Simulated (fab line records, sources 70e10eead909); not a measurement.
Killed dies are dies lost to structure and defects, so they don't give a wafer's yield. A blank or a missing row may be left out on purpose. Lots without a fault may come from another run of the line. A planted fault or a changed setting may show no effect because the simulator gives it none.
A struck lot beside a sound one | flow nand_harc | 22 steps out of a route of 1302
Sound: wafers L946.1, L946.3, L946.5. Struck: wafers L939.1, L939.4, L939.5. The cause comes at the end.
At each step with rows: each side's tool, then ch and its chambers, then its first start. Under that, the readings that differ: sound wafers | struck wafers | difference of the means | sigmas: that difference in standard deviations of wafers without a fault.
alike: readings whose means differ by less than 2 such deviations, and words and numbers that are the same on both sides. not compared: withheld readings, readings that some wafer has no value for, bounds like >300 that may hide the same value, and numbers for which the record gives no deviation and whose values overlap.
The two part at a step that has a row with sigmas, a row that says differs or no value, or rows on one side only. Numbers that don't overlap but have no deviation are shown without sigmas and don't part them. A reading that every wafer of one side lacks parts them only if that side has two wafers or more.

first, 1 step without rows for these wafers: NHARC_A_DECK1_JOINT_SRD_15.
NHARC_A_DECK1_JOINT_DEP_16: deposits SiO2, target thk 45 nm.
  sound on pecvd-03 ch 0,1,2, day 19 21:08; struck on pecvd-03 ch 0,1, day 17 01:20
  alike: chamber_pressure_Torr, flow_sccm, heater_power_w, throttle_valve_pct
NHARC_A_DECK1_JOINT_THK_MEAS_17: measures by ellipsometry.
  sound on film_metro-02, day 19 21:25; struck on film_metro-01, day 17 01:35
  alike: thk_nm
NHARC_A_DECK1_JOINT_INSPECT_05:
  sound on defect_inspect-02, day 19 21:28; struck on defect_inspect-02, day 17 01:38
  alike: raw_defect_count
then, 1 step without rows for these wafers: NHARC_A_ONON_D2_DEP_00 (target thk 1000 nm).
NHARC_A_ONON_D2_THK_MEAS_02: measures by ellipsometry.
  sound on film_metro-02, day 19 22:02; struck on film_metro-01, day 17 02:13
  alike: thk_nm
then, 1 step without rows for these wafers: NHARC_A_ONON_D2_DEP_03 (target thk 1000 nm).
NHARC_A_ONON_D2_THK_MEAS_05: measures by ellipsometry.
  sound on film_metro-02, day 19 22:37; struck on film_metro-01, day 17 02:47
  reading     | sound       | struck         | difference | sigmas
  thk_nm (nm) | 974 974 977 | 1003 1005 1005 | +29        | +3
then, 1 step without rows for these wafers: NHARC_A_ONON_D2_DEP_06 (target thk 1000 nm).
NHARC_A_ONON_D2_THK_MEAS_08: measures by ellipsometry.
  sound on film_metro-02, day 19 23:10; struck on film_metro-01, day 17 03:22
  reading     | sound          | struck      | difference | sigmas
  thk_nm (nm) | 1004 1003 1005 | 982 980 982 | -23        | -2
then, 1 step without rows for these wafers: NHARC_A_ONON_D2_DEP_09 (target thk 1000 nm).
NHARC_A_ONON_D2_THK_MEAS_11: measures by ellipsometry.
  sound on film_metro-01, day 19 23:46; struck on film_metro-01, day 17 03:55
  reading     | sound       | struck         | difference | sigmas
  thk_nm (nm) | 986 990 989 | 1027 1027 1025 | +38        | +4
NHARC_A_ONON_D2_DEP_12: target thk 1000 nm.
  sound on pecvd_onon-03 ch 0, day 19 23:50; struck on pecvd_onon-04, day 17 03:59
  no value came back on the struck wafers for n2_flow_sccm (sccm), n2o_flow_sccm (sccm); on the sound wafers n2_flow_sccm (sccm) reads 2749 2754 2750
then, 6 steps without rows for these wafers: NHARC_A_ONON_D2_ANNEAL_15 (time 3600 s); NHARC_A_ONON_D2_DEP_16 (target thk 1000 nm); NHARC_A_ONON_D2_DEP_19 (target thk 1000 nm); NHARC_A_ONON_D2_DEP_22 (target thk 1000 nm); NHARC_A_ONON_D2_DEP_25 (target thk 1000 nm); NHARC_A_ONON_D2_DEP_28 (target thk 1000 nm).
NHARC_A_ONON_D2_DEP_33: deposits SiO2, target thk 200 nm.
  sound on pecvd-01 ch 0,1, day 20 10:43; struck on pecvd-01 ch 0,1,2, day 17 14:36
  alike: chamber_pressure_Torr, flow_sccm, heater_power_w, throttle_valve_pct
NHARC_A_ONON_D2_INSPECT_32:
  sound on defect_inspect-02, day 20 11:10; struck on defect_inspect-01, day 17 16:56
  reading | sound | struck                                                                     | difference                   | sigmas
  hold    | - - - | await_dispo/1.7h/release await_dispo/1.7h/release await_dispo/1.7h/release | no value on the sound wafers |
  alike: raw_defect_count
-- the record jumps here: 12 days lie between the struck wafers' starts before and after (it left off in module A_ONON_D2 and takes up again in module END, whose first step shown is number 1302 of the route) --
NHARC_END_SORT_01:
  sound on prober-01 ch 0, day 31 22:56; struck on prober-01 ch 0, day 29 11:13
  reading         | sound    | struck                                                               | difference                   | sigmas
  hold            | - - -    | await_dispo/1.1h/scrap await_dispo/1.1h/scrap await_dispo/1.1h/scrap | no value on the sound wafers |
  killed_at_array | 52 54 56 | 669 670 668                                                          | +615                         | +32
  killed_dies     | 63 55 61 | 677 677 677                                                          | +617                         | +32
  alike: killed_at_other, killed_at_periphery, killed_open, killed_short

WHERE THEY PART
First at NHARC_A_ONON_D2_THK_MEAS_05; last, within this record, at NHARC_END_SORT_01.

WHY: what the simulator had put in
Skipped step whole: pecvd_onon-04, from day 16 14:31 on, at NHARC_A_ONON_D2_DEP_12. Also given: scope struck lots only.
